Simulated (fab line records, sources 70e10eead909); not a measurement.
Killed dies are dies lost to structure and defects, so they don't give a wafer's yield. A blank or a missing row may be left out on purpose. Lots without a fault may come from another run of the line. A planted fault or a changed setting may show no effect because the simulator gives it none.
Problem report in the 8D (eight disciplines) form, filled by code | flow nand_harc | the parts of the form that need people (team, actions taken, sign-off) are left out

1. THE PROBLEM
developer_temp_C at NHARC_P_GATE_DEVELOP_25 reads a mean of 20.78 C on 6 wafers of 2 lots; wafers without a fault read 23.01 C with a standard deviation of 0.11. That is -20 standard deviations from the usual mean.
The step: develop time 35 s.
First seen on wafer L827.1, day 11 04:00, on litho_track-04. The record holds 36 wafers of 12 lots with a number at this step. Rule for "out", or "out of limits": more than 4 standard deviations from the usual mean. The other wafers with a number count as sound.

2. WHAT IT IS AND WHAT IT IS NOT
question                    | is                     | is not
which readings at this step | developer_temp_C       | -
which lots                  | L827, L828             | L815, L816, L817, L820, L822, L823, L829, L830, L831, L832
which wafers of those lots  | all that have a number | -
read on which tools         | litho_track-04         | litho_track-01, litho_track-06
when                        | from day 11 04:00      | up to then (18 sound wafers); but 12 sound wafers of L829, L830, L831, L832 came after

3. SUSPECTS, AND WHAT RULES EACH OUT
Counting: a tool at a process step up to the reading stays a suspect if it ran every lot that is out and no sound lot after the first of them.
- rie_diel-08 at NHARC_P_ZERO_WELL_DESCUM_54 (chemistry O2, time 3 s): ruled out as a lasting fault. Sound lots L830 ran on it after its first lot that is out, L827 (day 8 07:53).
- rie_diel-07 at NHARC_P_STI_ETCH_31 (etches the open film in CF4/CHF3, target depth 108.9 nm, time 54.5 s): ruled out as a lasting fault. Sound lots L829 ran on it after its first lot that is out, L827 (day 11 04:00). NHARC_P_STI_ETCH_31 gives no start for some lots, so the hours and the order of its lots are those of NHARC_P_GATE_DEVELOP_25.
- litho_track-04 at NHARC_P_GATE_DEVELOP_25 (develop time 35 s): kept. It ran every lot that is out, first L827 (day 11 04:00), and no sound lot after that; its last sound lot up to then is L820 (day 8 13:00). Its own readings are out on those wafers: developer_temp_C.
Left after counting: litho_track-04 at NHARC_P_GATE_DEVELOP_25.

4. THE CAUSE (what the simulator had put in)
Process parameter drift: litho_track-04, from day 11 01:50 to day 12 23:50, at NHARC_P_GATE_DEVELOP_25. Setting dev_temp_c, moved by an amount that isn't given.
Counting left only this tool.

5. THE CHAIN OF EFFECTS, in route order
Each row: a reading whose mean over the struck wafers that have a number lies more than 3 standard deviations from the usual. Only readings for which the record gives a usual standard deviation are gone through. hours: the time from each lot's start at the first step in this table that gives one to its start at this step, as a median over the lots. sigmas: the change in usual standard deviations.
hours | step                    | reading          | usual   | on struck wafers | change | sigmas
0     | NHARC_P_GATE_DEVELOP_25 | developer_temp_C | 23.01 C | 20.78            | -2.23  | -20
The process steps in it:
- NHARC_P_GATE_DEVELOP_25: develop time 35 s.

6. WHAT WOULD HAVE CAUGHT IT SOONER
In this record the first reading out of limits was taken at day 11 04:00, 2 hours after the fault began at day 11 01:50.
